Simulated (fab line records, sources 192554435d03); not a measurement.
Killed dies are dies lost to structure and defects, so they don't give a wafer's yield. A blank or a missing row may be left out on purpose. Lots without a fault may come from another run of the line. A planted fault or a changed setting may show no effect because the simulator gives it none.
fab line records | flow n5_finfet | part 2 of 2: steps 6 to 6 of 6
record lots=20 wafers=60 last_day=20
route steps=1938 shown BEOL_M15@1774
lots that met no fault: from a run of the same line without faults
start_h: hours from the record's first day to the start of the lot's first wafer shown | wait_h: hours since the lot's step before | " the same as in the row above | L1.1+2: a row that stands for several wafers | - no value, or no start given | * or withheld: withheld | < > ~ a bound
route shown NAME@n: a module of which the file shows steps, and the number in the route of the first | usual: mean/standard deviation of fault-free wafers | same: alike in all rows | chamber/n: place in a boat | sites: the reading at each site | _std_site: their standard deviation | _edge_site: outer sites' mean less inner sites' | radius_mm: how far each site lies from the wafer's centre | mask NAME#n: copy n | behind: the tool/chamber that last shaped the wafer | hold: why the lot was held/for how many hours/how that ended | device: the transistor (n, p or np) that didn't switch | end of line: the same wafers' tests at the end of the route | a step without rows: its recipe alone | killed: dies lost to structure and defects at the first sort, not the wafer's yield | map: a wafer's dies, x killed, . not, _ none there
set.NAME: the setting as run; set.NAME@STEP: as run at that earlier step | model.NAME: the simulator's own value behind a step, which no gauge read
steps of the route over a sample of lots; a table a step, a row a wafer
services: from which hour (start_h, from the record's first day; less than 0 if before it) a tool's chamber was out of use, for how many hours, and why
## steps
# step N5_BEOL_M15_RC_MEAS_101
# usual COMB_M10=1.5e-11/3e-12 COMB_M10_max_site=2.2e-11/4.7e-12 COMB_M11=1.6e-11/3.1e-12 COMB_M12=7e-12/1.8e-12 COMB_M13=5.4e-12/1.5e-12 COMB_M13_max_site=7.6e-12/1.9e-12 COMB_M14=4.2e-12/1.3e-12 COMB_M15=3.2e-12/1.3e-12 COMB_M5=3.7e-11/6.9e-12 COMB_M6=2.6e-11/4.8e-12 COMB_M7=2.5e-11/5.1e-12 COMB_M8=2.6e-11/4.6e-12 COMB_M8_max_site=3.6e-11/7.4e-12 COMB_M9=1.5e-11/3e-12 SERP_M10=3.05/0.079 SERP_M11=3.07/0.058 SERP_M12=0.634/0.015 SERP_M13=0.310/0.0052 SERP_M14=0.160/0.0036 SERP_M5=38.4/1.3 SERP_M6=13.7/0.53 SERP_M7=13.8/0.39 SERP_M7_max_site=14.4/0.47 SERP_M8=13.8/0.47 SERP_M9=3.09/0.071
# columns lot.wafer tool chamber start_h wait_h COMB_M10[S/m] COMB_M10_max_site[S/m] COMB_M11[S/m] COMB_M12[S/m] COMB_M13[S/m] COMB_M13_max_site[S/m] COMB_M14[S/m] COMB_M15[S/m] COMB_M5[S/m] COMB_M6[S/m] COMB_M7[S/m] COMB_M8[S/m] COMB_M8_max_site[S/m] COMB_M9[S/m] SERP_M10[ohm/um] SERP_M11[ohm/um] SERP_M12[ohm/um] SERP_M13[ohm/um] SERP_M14[ohm/um] SERP_M5[ohm/um] SERP_M6[ohm/um] SERP_M7[ohm/um] SERP_M7_max_site[ohm/um] SERP_M8[ohm/um] SERP_M9[ohm/um]
L075.1 prober-02 0 301.24 0.0 1.1e-11 1.8e-11 1.4e-11 6.5e-12 4e-12 6.2e-12 3.2e-12 2e-12 3.7e-11 2.8e-11 3.2e-11 2.2e-11 2.5e-11 1.8e-11 2.94 2.99 0.615 0.307 0.157 38.2 14.7 13.3 13.9 13.0 3.19
L075.5 " 0 " " 1.5e-11 1.8e-11 1.8e-11 4.1e-12 3.4e-12 7.2e-12 3e-12 2.1e-12 4.1e-11 3.4e-11 2e-11 2.6e-11 3.6e-11 1.9e-11 3.01 3.06 0.648 0.308 0.157 40.3 14.2 14.4 15.2 13.1 3.10
L075.6 " 0 " " 1.6e-11 2.5e-11 1.3e-11 7.4e-12 4.1e-12 8.1e-12 2.8e-12 1.6e-12 4.9e-11 3.8e-11 1.6e-11 2.4e-11 4.8e-11 2.3e-11 3.15 3.03 0.616 0.306 0.161 39.6 14.8 13.8 14.0 13.7 3.18
L076.2 prober-02 0 309.74 0.2 1.7e-11 2.1e-11 1.3e-11 4.2e-12 4.3e-12 7e-12 2.9e-12 3.5e-12 4.8e-11 2.2e-11 3.1e-11 2.3e-11 3.3e-11 1.8e-11 3.05 3.13 0.652 0.315 0.159 40.3 12.9 14.3 15.1 14.3 3.16
L076.3 " 0 " " 1.3e-11 1.9e-11 1.2e-11 5.3e-12 3.9e-12 5.1e-12 3.8e-12 2.8e-12 4.1e-11 1.8e-11 2.5e-11 2.1e-11 2.7e-11 1.5e-11 2.98 3.11 0.618 0.306 0.159 39.8 13.5 14.2 14.8 14.4 3.02
L076.5 " 0 " " 1.1e-11 1.8e-11 1.8e-11 3.9e-12 3.9e-12 5.3e-12 4.6e-12 1.8e-12 4e-11 1.8e-11 2.6e-11 2.8e-11 4e-11 1.8e-11 3.03 3.09 0.643 0.303 0.162 39.0 12.6 13.7 14.4 13.5 3.02
L077.1 prober-02 0 324.00 0.0 1.6e-11 2.5e-11 2e-11 7.8e-12 3.6e-12 5.3e-12 3.4e-12 1.9e-12 4e-11 3.1e-11 2.1e-11 1.7e-11 2.3e-11 1.1e-11 3.08 3.04 0.655 0.313 0.159 39.5 13.6 13.4 13.6 13.7 3.05
L077.4 " 0 " " 1.3e-11 1.9e-11 1.8e-11 5.2e-12 3.3e-12 6.1e-12 3.9e-12 1.9e-12 4.6e-11 2e-11 1.8e-11 3.4e-11 4.6e-11 8e-12 3.07 3.05 0.618 0.313 0.158 38.3 13.1 13.7 15.0 14.1 3.08
L077.5 " 0 " " 1.1e-11 1.5e-11 1.6e-11 8.3e-12 2.8e-12 3.8e-12 3.5e-12 1.1e-12 4e-11 2.5e-11 2.3e-11 2.8e-11 3.7e-11 1.2e-11 3.04 3.03 0.606 0.312 0.163 40.0 13.8 13.6 14.5 14.4 3.02
L078.1 prober-01 0 331.80 0.0 1.3e-11 1.6e-11 2e-11 8.5e-12 6.1e-12 8.1e-12 4.2e-12 4.3e-12 2.4e-11 2.4e-11 3.5e-11 2.5e-11 3.3e-11 1.1e-11 3.02 3.07 0.651 0.311 0.161 39.5 12.7 14.3 14.5 13.6 3.10
L078.5 " 0 " " 1.5e-11 2.5e-11 1.6e-11 8.2e-12 7.3e-12 9.5e-12 4.7e-12 3.9e-12 4e-11 3.1e-11 3.1e-11 2.5e-11 3.3e-11 1.4e-11 3.21 3.00 0.636 0.308 0.155 37.4 13.6 13.6 14.0 14.5 3.21
L078.6 " 0 " " 1.5e-11 2.7e-11 1.4e-11 9.8e-12 6.7e-12 9.7e-12 5.6e-12 4.6e-12 3.5e-11 2.2e-11 2.3e-11 2.5e-11 3.9e-11 1.7e-11 2.92 3.13 0.635 0.309 0.162 38.7 13.6 13.5 13.9 13.9 3.02
L080.1 prober-01 0 334.60 0.0 1.7e-11 3.1e-11 1.8e-11 7.6e-12 5.5e-12 7.3e-12 4.2e-12 4.9e-12 3.9e-11 3.4e-11 2.3e-11 2.7e-11 3.4e-11 1.3e-11 2.97 3.15 0.657 0.308 0.160 36.3 13.6 14.4 14.8 13.7 3.10
L080.5 " 0 " " 1.7e-11 2.4e-11 1.7e-11 7e-12 6.2e-12 7.3e-12 5.9e-12 3.1e-12 3.6e-11 2.6e-11 2.6e-11 2.3e-11 3e-11 1.5e-11 3.08 3.16 0.664 0.315 0.162 36.4 13.9 13.5 13.9 13.7 3.14
L080.6 " 0 " " 1.9e-11 2.6e-11 1.4e-11 7.6e-12 4.3e-12 6e-12 4.6e-12 3.9e-12 4.1e-11 3.6e-11 2.5e-11 2.6e-11 2.8e-11 1.5e-11 3.06 3.04 0.628 0.303 0.162 36.9 13.3 14.3 15.4 13.6 3.17
L079.1 prober-02 0 338.13 0.0 1.1e-11 1.6e-11 1.1e-11 4.6e-12 4.3e-12 5.6e-12 2.4e-12 1.7e-12 3.6e-11 1.6e-11 2.7e-11 2.8e-11 3.2e-11 1.4e-11 3.10 3.06 0.623 0.309 0.159 37.2 13.9 14.7 15.0 13.5 3.15
L079.4 " 0 " " 1e-11 1.4e-11 1.3e-11 5.8e-12 3.2e-12 7.6e-12 2.1e-12 2.8e-12 3.4e-11 2.3e-11 2.3e-11 2.6e-11 3.8e-11 1.3e-11 2.98 2.99 0.613 0.317 0.160 38.8 13.0 14.1 15.0 13.4 3.13
L079.5 " 0 " " 9e-12 1.2e-11 1.4e-11 3.6e-12 4e-12 5.8e-12 1.9e-12 1.9e-12 4.3e-11 2.1e-11 1.9e-11 2.2e-11 3.3e-11 1.4e-11 3.06 3.03 0.653 0.311 0.157 39.4 12.9 14.2 14.7 13.4 3.17
L081.4 prober-01 0 338.74 0.5 1.3e-11 1.5e-11 1.7e-11 8e-12 6.3e-12 8.3e-12 4.7e-12 3.1e-12 2.4e-11 2.5e-11 3.5e-11 2.2e-11 2.9e-11 1.3e-11 2.99 3.05 0.634 0.304 0.159 37.5 13.7 14.3 15.0 13.7 3.00
L081.5 " 0 " " 1.2e-11 1.3e-11 1.4e-11 8.3e-12 7.4e-12 9.5e-12 4.1e-12 4.1e-12 3e-11 2.8e-11 2.3e-11 2.4e-11 3.6e-11 1.4e-11 3.19 3.05 0.634 0.312 0.163 39.6 14.6 14.3 15.0 13.4 3.02
L081.6 " 0 " " 1.7e-11 2.5e-11 1.7e-11 6.8e-12 5.1e-12 6.7e-12 4.4e-12 3.9e-12 3e-11 2.8e-11 1.9e-11 3.4e-11 4.7e-11 1.6e-11 3.01 3.01 0.648 0.317 0.157 39.8 13.3 14.2 14.7 14.3 3.05
L083.4 prober-02 0 346.48 0.5 1.4e-11 1.9e-11 1e-11 4.5e-12 5.9e-12 8.9e-12 3.3e-12 2e-12 3.6e-11 2.7e-11 2.5e-11 1.9e-11 3.7e-11 1.4e-11 3.13 3.09 0.641 0.317 0.159 39.0 13.5 14.1 15.0 14.0 3.10
L083.5 " 0 " " 1.7e-11 2.5e-11 1.3e-11 4.6e-12 2.9e-12 5e-12 3.1e-12 2.5e-12 3.5e-11 2.5e-11 3.7e-11 3.2e-11 4e-11 1.3e-11 3.08 2.96 0.646 0.314 0.157 40.1 13.6 14.2 14.7 13.3 3.17
L083.6 " 0 " " 1.7e-11 2.6e-11 1.7e-11 4.2e-12 4.4e-12 6.4e-12 3.6e-12 1.7e-12 4e-11 2.7e-11 3.8e-11 2.1e-11 3.4e-11 1.4e-11 3.07 2.98 0.626 0.305 0.160 40.3 13.9 13.5 13.9 13.8 3.06
L086.2 prober-02 0 368.24 0.2 1.6e-11 2.4e-11 1.1e-11 7.4e-12 3.5e-12 4.5e-12 3.1e-12 1.4e-12 3.4e-11 2.1e-11 2.9e-11 1.9e-11 4.4e-11 9e-12 3.19 3.05 0.613 0.311 0.157 37.5 13.4 14.4 14.8 14.4 2.94
L086.4 " 0 " " 1.3e-11 1.9e-11 2.4e-11 4.9e-12 4.2e-12 5.4e-12 3.2e-12 2.2e-12 3.7e-11 2.2e-11 2.2e-11 2.6e-11 3.3e-11 1.1e-11 3.05 3.12 0.633 0.309 0.164 38.3 12.7 14.4 15.2 14.4 3.02
L086.6 " 0 " " 1.6e-11 2.2e-11 1.1e-11 5.9e-12 5.7e-12 7.6e-12 3.6e-12 1.8e-12 3e-11 2.3e-11 2.7e-11 1.9e-11 2.5e-11 1.4e-11 3.24 3.14 0.643 0.309 0.163 37.6 13.0 14.0 14.8 13.9 3.05
L084.1 prober-01 0 369.18 0.0 1.4e-11 1.8e-11 1.5e-11 7.3e-12 5.2e-12 8.3e-12 5.1e-12 4.8e-12 4.7e-11 3.1e-11 2.2e-11 2.3e-11 3.1e-11 1.6e-11 3.10 3.03 0.622 0.313 0.162 35.3 13.9 13.4 13.9 13.3 2.93
L084.2 " 0 " " 1.9e-11 2.3e-11 1.2e-11 9.1e-12 5e-12 6.4e-12 6.7e-12 4e-12 2.6e-11 2.9e-11 2.2e-11 2.4e-11 3.3e-11 1e-11 3.24 3.01 0.654 0.324 0.156 39.0 13.8 13.7 14.0 14.0 3.00
L084.4 " 0 " " 1.8e-11 2.2e-11 1.7e-11 1.03e-11 5.6e-12 6.9e-12 5.1e-12 5.4e-12 3.1e-11 3.6e-11 2.4e-11 2.9e-11 6e-11 1.1e-11 3.27 3.05 0.657 0.317 0.160 35.8 13.2 13.8 14.3 13.1 3.09
L089.1 prober-01 0 376.97 0.0 1.8e-11 2.4e-11 1.5e-11 6.3e-12 6.8e-12 8.5e-12 6e-12 4.7e-12 3.4e-11 2.1e-11 2.2e-11 2.8e-11 4.9e-11 1.2e-11 3.03 3.07 0.626 0.303 0.162 40.4 13.0 14.2 14.5 13.6 3.06
L089.3 " 0 " " 1.5e-11 1.6e-11 1.5e-11 6.1e-12 5.2e-12 8.3e-12 7e-12 5.2e-12 4e-11 2.8e-11 2e-11 2.5e-11 3e-11 1.7e-11 3.18 3.13 0.666 0.318 0.159 39.2 14.1 13.7 13.9 14.4 3.19
L089.4 " 0 " " 1.5e-11 2.2e-11 1.3e-11 6.9e-12 5.9e-12 6.6e-12 7.9e-12 4.3e-12 4.3e-11 2.4e-11 1.7e-11 2.5e-11 3.2e-11 1.4e-11 3.04 3.16 0.639 0.308 0.163 38.0 13.5 14.2 15.1 14.0 3.12
L087.3 prober-02 0 380.08 0.3 9e-12 1.2e-11 1.4e-11 5e-12 5.1e-12 8.7e-12 2.9e-12 1.6e-12 4.1e-11 3e-11 2.1e-11 2.8e-11 3.3e-11 1.8e-11 3.04 3.10 0.646 0.317 0.168 38.1 12.7 13.0 13.7 14.4 2.99
L087.4 " 0 " " 8e-12 1.3e-11 1.6e-11 4.2e-12 4.6e-12 7.7e-12 2.1e-12 1.8e-12 2.8e-11 1.7e-11 3.3e-11 2.5e-11 3.7e-11 1.2e-11 3.04 3.07 0.604 0.307 0.159 38.7 13.7 13.3 13.5 13.3 2.94
L087.6 " 0 " " 1.5e-11 2.2e-11 1.5e-11 7.1e-12 5.1e-12 8.7e-12 2.6e-12 1.6e-12 4.5e-11 2.1e-11 1.6e-11 2.6e-11 4.6e-11 1.4e-11 3.17 3.12 0.612 0.306 0.164 38.3 12.8 13.9 14.6 13.7 2.99
L088.4 prober-01 0 385.80 0.5 1.5e-11 1.9e-11 1.6e-11 8.8e-12 5.6e-12 7.1e-12 5.3e-12 4.6e-12 3e-11 2.7e-11 2.3e-11 3.6e-11 4.6e-11 1.6e-11 2.93 3.01 0.656 0.313 0.156 37.8 13.4 13.5 14.1 13.2 3.05
L088.5 " 0 " " 1.7e-11 2.2e-11 2e-11 9.4e-12 6.4e-12 7.2e-12 4.3e-12 4.3e-12 3.1e-11 2.9e-11 3.4e-11 3.2e-11 3.5e-11 1.7e-11 3.02 3.01 0.633 0.308 0.157 38.5 13.4 13.8 14.0 14.4 3.18
L088.6 " 0 " " 1.5e-11 2.2e-11 2e-11 8.9e-12 6.8e-12 8.6e-12 4.7e-12 4.2e-12 2.7e-11 2.1e-11 2.5e-11 2.5e-11 4.6e-11 1.8e-11 2.95 2.97 0.631 0.309 0.163 37.9 13.4 13.2 13.8 13.7 3.08
L085.2 prober-01 0 392.03 0.2 1.8e-11 2.4e-11 1.3e-11 7.3e-12 6.1e-12 8.6e-12 5.5e-12 3.4e-12 3.6e-11 2.8e-11 2.3e-11 2.4e-11 3.6e-11 1.5e-11 3.17 3.03 0.660 0.315 0.170 38.5 14.5 13.8 14.6 13.7 3.08
L085.3 " 0 " " 2e-11 2.8e-11 1.4e-11 8.4e-12 6.8e-12 9e-12 4.9e-12 3.8e-12 2.9e-11 2.4e-11 1.9e-11 1.9e-11 2.7e-11 1.7e-11 3.06 3.06 0.631 0.310 0.161 36.9 13.6 13.6 14.2 14.4 3.18
L085.5 " 0 " " 1.5e-11 2.2e-11 1.5e-11 5.6e-12 5.8e-12 7.9e-12 6.5e-12 3.9e-12 3e-11 2.6e-11 2.2e-11 2.8e-11 3.2e-11 1.4e-11 3.01 3.10 0.630 0.312 0.161 37.5 14.0 14.0 14.3 13.5 3.19
L093.1 prober-02 0 395.76 0.0 2.3e-11 2.7e-11 2.1e-11 9.4e-12 5e-12 5.8e-12 2.7e-12 2.1e-12 3.5e-11 2.2e-11 2.4e-11 3.3e-11 4.6e-11 1.2e-11 3.00 3.10 0.656 0.306 0.159 39.1 13.9 13.9 14.3 14.7 3.14
L093.4 " 0 " " 1.6e-11 2e-11 1.7e-11 5.3e-12 4.1e-12 6.8e-12 2.9e-12 2.7e-12 4.1e-11 2.6e-11 2.5e-11 2.9e-11 4.1e-11 1.4e-11 3.00 3.05 0.627 0.314 0.159 38.1 12.6 13.8 14.4 14.0 3.10
L093.5 " 0 " " 1.5e-11 2.1e-11 1.5e-11 6.5e-12 3.6e-12 4.8e-12 3.9e-12 2e-12 5.3e-11 2.8e-11 2e-11 2.5e-11 3.5e-11 1.4e-11 3.03 3.22 0.637 0.313 0.163 37.5 13.3 14.0 14.2 13.3 3.21
L091.2 prober-01 0 395.93 0.2 1.6e-11 2.5e-11 1.4e-11 7e-12 6.3e-12 1.01e-11 4.8e-12 6.3e-12 4.5e-11 2.2e-11 3.6e-11 3.4e-11 4.5e-11 2.3e-11 3.07 3.00 0.616 0.318 0.162 36.6 13.3 14.1 14.4 13.8 3.05
L091.4 " 0 " " 1.3e-11 2e-11 1.5e-11 7.5e-12 6.1e-12 7.5e-12 5.1e-12 3.9e-12 3.8e-11 2e-11 2.6e-11 2.8e-11 3.7e-11 1.9e-11 3.03 3.10 0.623 0.312 0.157 39.8 13.4 14.1 14.5 13.3 3.10
L091.5 " 0 " " 1.7e-11 2.5e-11 1.8e-11 6.9e-12 7e-12 9e-12 5.2e-12 4.3e-12 3.7e-11 2.6e-11 2.6e-11 2.9e-11 5.1e-11 1.2e-11 3.06 3.08 0.628 0.317 0.156 38.2 14.0 14.3 14.7 14.1 3.02
L096.2 prober-01 0 405.04 0.2 1.7e-11 2.5e-11 1.6e-11 9e-12 7.2e-12 1.07e-11 5.3e-12 4.9e-12 4.1e-11 2.9e-11 2.7e-11 2.1e-11 3.4e-11 1.6e-11 3.15 3.10 0.643 0.308 0.161 39.6 13.1 13.4 13.9 14.5 3.05
L096.4 " 0 " " 1.9e-11 2.7e-11 1.3e-11 7.6e-12 9.7e-12 1.19e-11 4.7e-12 3.9e-12 3.6e-11 2.9e-11 2.9e-11 2.1e-11 3.4e-11 1.8e-11 3.05 3.06 0.641 0.317 0.157 40.7 13.8 13.8 14.3 14.0 3.18
L096.6 " 0 " " 1.7e-11 2.2e-11 1.4e-11 7.4e-12 9.1e-12 1.28e-11 4.8e-12 4.8e-12 3.7e-11 3.3e-11 2.5e-11 2e-11 3.1e-11 1.8e-11 3.04 3.11 0.624 0.310 0.154 41.2 12.8 13.2 13.5 13.8 3.09
L092.2 prober-01 0 422.07 0.2 1.6e-11 2.2e-11 1.9e-11 7.7e-12 5.4e-12 6e-12 4.6e-12 3.5e-12 2.6e-11 2.2e-11 3.2e-11 3e-11 3.8e-11 1.6e-11 3.00 3.06 0.626 0.300 0.158 39.7 14.5 14.1 14.9 13.5 3.07
L092.4 " 0 " " 1.6e-11 2.1e-11 1.9e-11 5.1e-12 7.8e-12 1.09e-11 4.7e-12 4.5e-12 4.6e-11 2.5e-11 2e-11 3.5e-11 5.2e-11 1.2e-11 2.87 3.04 0.640 0.299 0.154 39.6 13.8 13.8 14.5 12.8 3.12
L092.6 " 0 " " 1.5e-11 2e-11 1.6e-11 6.8e-12 6.3e-12 8.1e-12 5e-12 4.6e-12 4.9e-11 2.2e-11 3.2e-11 3e-11 4.5e-11 1.3e-11 3.05 3.05 0.623 0.307 0.154 38.2 13.6 14.4 14.7 13.6 3.24
L094.1 prober-02 0 422.45 0.0 1.4e-11 1.8e-11 1.5e-11 6.6e-12 3.2e-12 4.8e-12 3.1e-12 2.3e-12 3.1e-11 2.5e-11 2.7e-11 1.9e-11 2.8e-11 1.1e-11 3.15 3.13 0.646 0.311 0.160 39.9 13.8 14.4 15.0 13.6 3.12
L094.2 " 0 " " 1.4e-11 1.8e-11 1.4e-11 5.9e-12 2.7e-12 4.6e-12 2.6e-12 1.6e-12 3.2e-11 2.4e-11 2.7e-11 2.6e-11 3.1e-11 1.3e-11 3.00 3.05 0.619 0.311 0.165 40.4 14.1 13.4 14.0 14.3 3.11
L094.4 " 0 " " 2e-11 2.6e-11 1.8e-11 6e-12 3.1e-12 4.1e-12 2.6e-12 2.6e-12 4e-11 2.9e-11 3e-11 2.8e-11 3.3e-11 1.1e-11 3.00 3.04 0.629 0.308 0.163 37.9 13.4 14.3 14.5 13.4 3.17
L097.1 prober-02 0 460.99 0.0 1.7e-11 2.5e-11 1.2e-11 6.7e-12 5.4e-12 8.4e-12 1.6e-12 2.8e-12 3.9e-11 2.1e-11 1.9e-11 2.1e-11 3.1e-11 2e-11 2.96 3.06 0.642 0.307 0.163 40.5 13.3 13.5 14.5 14.6 3.06
L097.2 " 0 " " 1.6e-11 2.6e-11 1.4e-11 6.5e-12 4.8e-12 6.2e-12 3.4e-12 2.4e-12 3.1e-11 3e-11 1.9e-11 3.2e-11 4.5e-11 2.2e-11 3.00 3.07 0.643 0.306 0.156 38.2 13.8 13.9 14.5 14.0 3.10
L097.6 " 0 " " 1.6e-11 2.4e-11 1.7e-11 8.3e-12 5.1e-12 8e-12 3.1e-12 2.1e-12 3.7e-11 2.6e-11 1.9e-11 3e-11 3.9e-11 2e-11 2.92 3.16 0.636 0.310 0.163 38.2 13.3 13.7 14.2 14.1 3.07
## services
# columns tool chamber start_h hours kind
pvd_sputter-03 - 358.43 1.8 repair
pvd_sputter-03 - 400.31 4.1 repair
pvd_sputter-01 - 455.41 13.6 repair
